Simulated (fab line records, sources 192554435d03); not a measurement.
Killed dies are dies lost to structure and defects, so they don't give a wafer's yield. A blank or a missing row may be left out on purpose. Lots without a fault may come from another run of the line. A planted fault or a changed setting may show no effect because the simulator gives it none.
One fault seen from 2 desks | flow n5_finfet | each desk has only its own numbers; what lay behind them comes last

THE METROLOGY DESK
What the gauges read, lot by lot, whatever tool the lot ran on: means of the sampled wafers that have a number. A lot is out of limits, marked OUT, if its mean lies more than 4 standard deviations from the usual mean; the brackets give that distance. Of its 10 readings 7 are shown: those that lie furthest out on some lot.
Columns: A = DIBL_N at N5_BEOL_M4_RC_MEAS_101, usual 36.4 mV/V; B = DIBL_P at N5_BEOL_M4_RC_MEAS_101, usual 36.4 mV/V; C = IOFF_N at N5_BEOL_M4_RC_MEAS_101, usual 0.16 nA/um; D = IOFF_P at N5_BEOL_M4_RC_MEAS_101, usual 0.21 nA/um; E = ION_N at N5_BEOL_M4_RC_MEAS_101, usual 680 uA/um; F = SS_N at N5_BEOL_M4_RC_MEAS_101, usual 71.5 mV/dec; G = VT_N at N5_BEOL_M4_RC_MEAS_101, usual 249 mV
lot  | first seen here | A    | B    | C    | D    | E   | F    | G
L458 | day 8 12:06     | 37.4 | 35.5 | 0.15 | 0.18 | 682 | 71.4 | 251
L460 | day 8 13:37     | 36.4 | 37.9 | 0.18 | 0.25 | 688 | 71.5 | 248
L461 | day 8 23:29     | 35.5 | 36.5 | 0.18 | 0.21 | 693 | 71.5 | 247
L462 | day 9 21:58     | 35.4 | 37.2 | 0.16 | 0.19 | 673 | 71.7 | 250
L466 | day 9 23:12     | 35.6 | 35.7 | 0.15 | 0.19 | 686 | 71.6 | 250
L468 | day 10 04:45    | 36.4 | 34.8 | 0.15 | 0.21 | 678 | 71.8 | 247
L469 | day 10 17:04    | 37.6 | 38.8 | 0.18 | 0.22 | 673 | 71.6 | 249
L479 | day 13 05:23    | 39.6 | 40.3 | 0.25 | 0.28 | 702 | 72.4 | 242
L478 | day 13 14:23    | 35.8 | 36.8 | 0.18 | 0.20 | 685 | 71.6 | 246
This desk's finding: nothing out of limits on any of the 9 lots.

THE TOOL OWNER'S DESK: rie_si-03
The tool's own readings at N5_FIN_SAQP_MANDREL_ETCH_22 (etches a-Si in HBr/Cl2, stops on SiNx, target depth 60 nm, bt time 10 s, time 30 s): means of the sampled wafers that have a number, for each lot that ran on this tool. A lot is out of limits, marked OUT, if its mean lies more than 4 standard deviations from the usual mean; the brackets give that distance.
Columns: A = drypump_motor_current_A at N5_FIN_SAQP_MANDREL_ETCH_22, usual 5.9 A; B = mfc_cl2_sccm at N5_FIN_SAQP_MANDREL_ETCH_22, usual 79.97 sccm; C = oes_product_au at N5_FIN_SAQP_MANDREL_ETCH_22, usual 0.770 a.u.; D = throttle_valve_pct at N5_FIN_SAQP_MANDREL_ETCH_22, usual 35.3 %
lot  | first seen here | A   | B               | C     | D
L458 | day 1 22:05     | 6.4 | 79.81           | 0.763 | 35.5
L460 | day 2 10:44     | 6.3 | 79.87           | 0.770 | 35.6
L461 | day 2 16:19     | 6.0 | 79.89           | 0.763 | 35.3
L462 | day 2 22:52     | 6.0 | 79.85           | 0.758 | 35.7
L466 | day 3 23:15     | 6.0 | 76.35 (-14) OUT | 0.779 | 35.0
L469 | day 4 15:41     | 6.1 | 76.18 (-15) OUT | 0.765 | 35.2
L479 | day 7 04:27     | 5.8 | 80.09           | 0.760 | 35.0
This desk's finding: out of limits on L466, L469; first on L466, day 3 23:15 (mfc_cl2_sccm at N5_FIN_SAQP_MANDREL_ETCH_22). In limits: L458, L460, L461, L462, L479.

PUT TOGETHER
The tool owner's desk could have raised an alarm at day 3 23:15, on L466, L469.
The metrology desk saw nothing out of limits.
The metrology desk has L466, L469 on record, within its limits.
Of the lots named, all ran N5_FIN_SAQP_MANDREL_ETCH_22 on rie_si-03.

WHAT THE SIMULATOR HAD PUT IN
Process parameter drift: rie_si-03, from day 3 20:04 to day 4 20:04, at N5_FIN_SAQP_MANDREL_ETCH_22. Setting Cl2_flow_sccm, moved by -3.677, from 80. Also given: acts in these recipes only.
Lots struck among those shown: L466, L469.
Hours from the fault's start to each desk's first reading out of limits: the tool owner's desk, 3.
